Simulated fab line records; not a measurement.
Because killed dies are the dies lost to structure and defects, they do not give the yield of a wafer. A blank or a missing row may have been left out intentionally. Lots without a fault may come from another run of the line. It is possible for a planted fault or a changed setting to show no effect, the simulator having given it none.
Matching of chambers :: flow n5_finfet :: N5_PMOS_HMC_CHANNEL_EPI_CMP_21 on cmp-02 has 4 sister chambers
The step polishes SiGe30, target thk 54 nm. 14 wafers are shown with their chamber, then 7 later ones without.

## WAFERS PAIRED WITH THEIR CHAMBERS
wafer: L075.2
chamber: 0
motor_current_A (A): 11.3
pad_life_wafers: 525

wafer: L075.3
chamber: 1
motor_current_A (A): 13.8
pad_life_wafers: 522

wafer: L076.1
chamber: 3
motor_current_A (A): 11.1
pad_life_wafers: 561

wafer: L076.3
chamber: 2
motor_current_A (A): 13.4
pad_life_wafers: 560

wafer: L076.4
chamber: 1
motor_current_A (A): 14.5
pad_life_wafers: 559

wafer: L079.1
chamber: 1
motor_current_A (A): 14.1
pad_life_wafers: 697

wafer: L081.3
chamber: 3
motor_current_A (A): 11.0
pad_life_wafers: 799

wafer: L081.4
chamber: 0
motor_current_A (A): 11.1
pad_life_wafers: 800

wafer: L083.4
chamber: 0
motor_current_A (A): 10.9
pad_life_wafers: 956

wafer: L085.1
chamber: 0
motor_current_A (A): 10.7
pad_life_wafers: 1122

wafer: L085.3
chamber: 2
motor_current_A (A): 13.6
pad_life_wafers: 1124

wafer: L086.2
chamber: 2
motor_current_A (A): 11.9
pad_life_wafers: 1179

wafer: L086.4
chamber: 0
motor_current_A (A): 10.7
pad_life_wafers: 1177

wafer: L091.1
chamber: 0
motor_current_A (A): 10.3
pad_life_wafers: 1417

SIGNATURES (averages over the wafers above)
reading: motor_current_A
chamber 0: 10.833
chamber 1: 14.133
chamber 2: 12.967
chamber 3: 11.050
scatter within a chamber: 0.509

reading: pad_life_wafers
chamber 0: 999.50
chamber 1: 592.67
chamber 2: 954.33
chamber 3: 680.00
scatter within a chamber: 277
Rule: for each reading, subtract the chamber's mean from the wafer's reading, divide by that reading's scatter and square the result; add these up over the readings and take the root, which gives the wafer's distance from the chamber. The wafer belongs to the nearest chamber; if the next one is less than 2 further off, it can't be placed. How the scatter is found: for the shown wafers, subtract from each reading the mean of its chamber, square and add these, divide the total by (wafers less chambers), then take the root.

## WAFERS WITH NO CHAMBER GIVEN
wafer: L091.2
motor_current_A (A): 13.9
pad_life_wafers: 1418

wafer: L091.4
motor_current_A (A): 13.1
pad_life_wafers: 1419

wafer: L096.2
motor_current_A (A): 14.0
pad_life_wafers: 1634

wafer: L096.3
motor_current_A (A): 12.4
pad_life_wafers: 1635

wafer: L097.1
motor_current_A (A): 13.8
pad_life_wafers: 1689

wafer: L097.3
motor_current_A (A): 11.9
pad_life_wafers: 1687

wafer: L097.4
motor_current_A (A): 10.9
pad_life_wafers: 1688

## EACH ONE'S CHAMBER
wafer: L091.2
from the rows above: can't be placed: 2 or 1
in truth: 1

wafer: L091.4
from the rows above: can't be placed: 2 or 1
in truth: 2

wafer: L096.2
from the rows above: can't be placed: 2 or 1
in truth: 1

wafer: L096.3
from the rows above: can't be placed: 2 or 0 or 3
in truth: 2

wafer: L097.1
from the rows above: can't be placed: 2 or 1
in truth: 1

wafer: L097.3
from the rows above: can't be placed: 0 or 2 or 3
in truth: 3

wafer: L097.4
from the rows above: can't be placed: 0 or 3
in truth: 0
Correctly placed: 0 of 7. Not placeable from these rows: 7 (in 7, the candidates include the true chamber). Number placed wrongly: 0.
